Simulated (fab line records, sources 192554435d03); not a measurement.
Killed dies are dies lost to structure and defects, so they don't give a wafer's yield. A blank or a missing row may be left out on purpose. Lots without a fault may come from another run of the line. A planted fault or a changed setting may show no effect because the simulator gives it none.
Problem report in the 8D (eight disciplines) form, filled by code | flow n5_finfet | the parts of the form that need people (team, actions taken, sign-off) are left out

1. THE PROBLEM
M5_THK at N5_BEOL_M5_THK_MEAS_53 reads a mean of 197.2 nm on 1 wafer of 1 lot; wafers without a fault read 62.3 nm with a standard deviation of 1.6. That is +84 standard deviations from the usual mean.
The step: measures by xrf.
First seen on wafer L353.2, day 15 01:47, on film_metro-02. The record holds 26 wafers of 9 lots with a number at this step. Rule for "out", or "out of limits": more than 4 standard deviations from the usual mean. The other wafers with a number count as sound.

2. WHAT IT IS AND WHAT IT IS NOT
question                    | is                | is not
which readings at this step | M5_THK            | -
which lots                  | L353              | L339, L341, L343, L345, L350, L354, L356, L358
which wafers of those lots  | L353.2            | L353.1
read on which gauges        | film_metro-02     | film_metro-01
when                        | from day 15 01:47 | up to then (19 sound wafers); but 6 sound wafers of L356, L358 came after

3. SUSPECTS, AND WHAT RULES EACH OUT
Counting: a tool at a process step up to the reading stays a suspect if it ran every lot that is out. Sound lots after the first of them don't rule it out here, since some wafers of a struck lot are sound.
- the gauge at N5_BEOL_M5_THK_MEAS_53: ruled out. All the wafers that are out were read on film_metro-02, but those of them that N5_BEOL_M5_CMP_52 has rows for are out there too, on other tools.
- pvd_sputter-03 at N5_BEOL_M5_SURFACE_TREAT_87: kept. It ran the lot that is out, L353 (day 14 20:05); its last sound lot up to then is L345 (day 12 07:35).
- pvd_sputter-03 at N5_BEOL_M5_SPUTTER_48 (material Cu, target thk 15 nm, time 27.62 s): kept. It ran the lot that is out, L353 (day 14 20:26); its last sound lot up to then is L350 (day 14 06:17).
- pvd_sputter-03 at N5_BEOL_M5_SPUTTER_88 (material Cu, target thk 15 nm, time 27.62 s): kept. It ran the lot that is out, L353 (day 14 23:42); its last sound lot up to then is L350 (day 14 09:33).
- cmp-02 at N5_BEOL_M5_CMP_52 (polishes, stops on SiCOH lowk, t overpolish 6.9 s, target thk 62 nm): kept. It ran the lot that is out, L353 (day 15 01:29); its last sound lot up to then is L341 (day 12 07:32). Its own readings are out on those wafers: barrier_field_endpoint_s, overpolish_run_s, time_to_endpoint_s.
- Within cmp-02 at N5_BEOL_M5_CMP_52: the wafers that are out ran in chamber 1; their sound lot-mates ran in chamber 0.
Left after counting: pvd_sputter-03 at N5_BEOL_M5_SURFACE_TREAT_87, pvd_sputter-03 at N5_BEOL_M5_SPUTTER_48, pvd_sputter-03 at N5_BEOL_M5_SPUTTER_88, cmp-02 at N5_BEOL_M5_CMP_52.

4. THE CAUSE (what the simulator had put in)
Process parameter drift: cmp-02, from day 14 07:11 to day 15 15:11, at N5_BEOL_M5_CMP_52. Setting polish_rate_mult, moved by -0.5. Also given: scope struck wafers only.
Counting left 4 suspects, and this tool is among them.

5. THE CHAIN OF EFFECTS, in route order
Each row: a reading whose mean over the struck wafers that have a number lies more than 3 standard deviations from the usual. Only readings for which the record gives a usual standard deviation are gone through. hours: the time from each lot's start at the first step in this table that gives one to its start at this step, as a median over the lots. sigmas: the change in usual standard deviations.
hours | step                    | reading                  | usual   | on struck wafers | change | sigmas
0     | N5_BEOL_M5_CMP_52       | barrier_field_endpoint_s | 24.7 s  | 41.4             | +16.7  | +27
0     | N5_BEOL_M5_CMP_52       | overpolish_run_s         | 6.900 s | 0.041            | -6.859 | -99 or more
0     | N5_BEOL_M5_CMP_52       | time_to_endpoint_s       | 62 s    | 81               | +19    | +5.9
0     | N5_BEOL_M5_THK_MEAS_53  | M5_THK                   | 62.3 nm | 197.2            | +134.9 | +84
1     | N5_BEOL_M5_INSPECT_58   | raw_defect_count         | 69      | 1874             | +1805  | +72
101   | N5_PASSIVATION_PROBE_49 | defect_limited_yield     | 91.2 %  | 0.0              | -91.2  | -70
101   | N5_PASSIVATION_PROBE_49 | killed_at_M4_up          | 14      | 1085             | +1071  | +99 or more
101   | N5_PASSIVATION_PROBE_49 | killed_dies              | 104     | 1180             | +1076  | +72
101   | N5_PASSIVATION_PROBE_49 | killed_on_rim            | 14      | 152              | +138   | +37
101   | N5_PASSIVATION_PROBE_49 | sort_n_pass              | 1076    | 0                | -1076  | -72
101   | N5_PASSIVATION_PROBE_49 | sort_yield_pct           | 91.2 %  | 0.0              | -91.2  | -70
The process steps in it:
- N5_BEOL_M5_CMP_52: polishes, stops on SiCOH lowk, t overpolish 6.9 s, target thk 62 nm.
- N5_PASSIVATION_PROBE_49

6. WHAT WOULD HAVE CAUGHT IT SOONER
In this record the first reading out of limits at a measuring or inspecting step was taken at day 15 01:47, 19 hours after the fault began at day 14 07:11.
The tool's own readings at N5_BEOL_M5_CMP_52 were out on every struck wafer that the step has a row for (barrier_field_endpoint_s, overpolish_run_s, time_to_endpoint_s): an alarm limit on them would have fired on the first of those.
All the lots that are out (1) had begun N5_BEOL_M5_CMP_52 on cmp-02 by day 15 01:47. A hold on the tool at that time would have spared none of them.
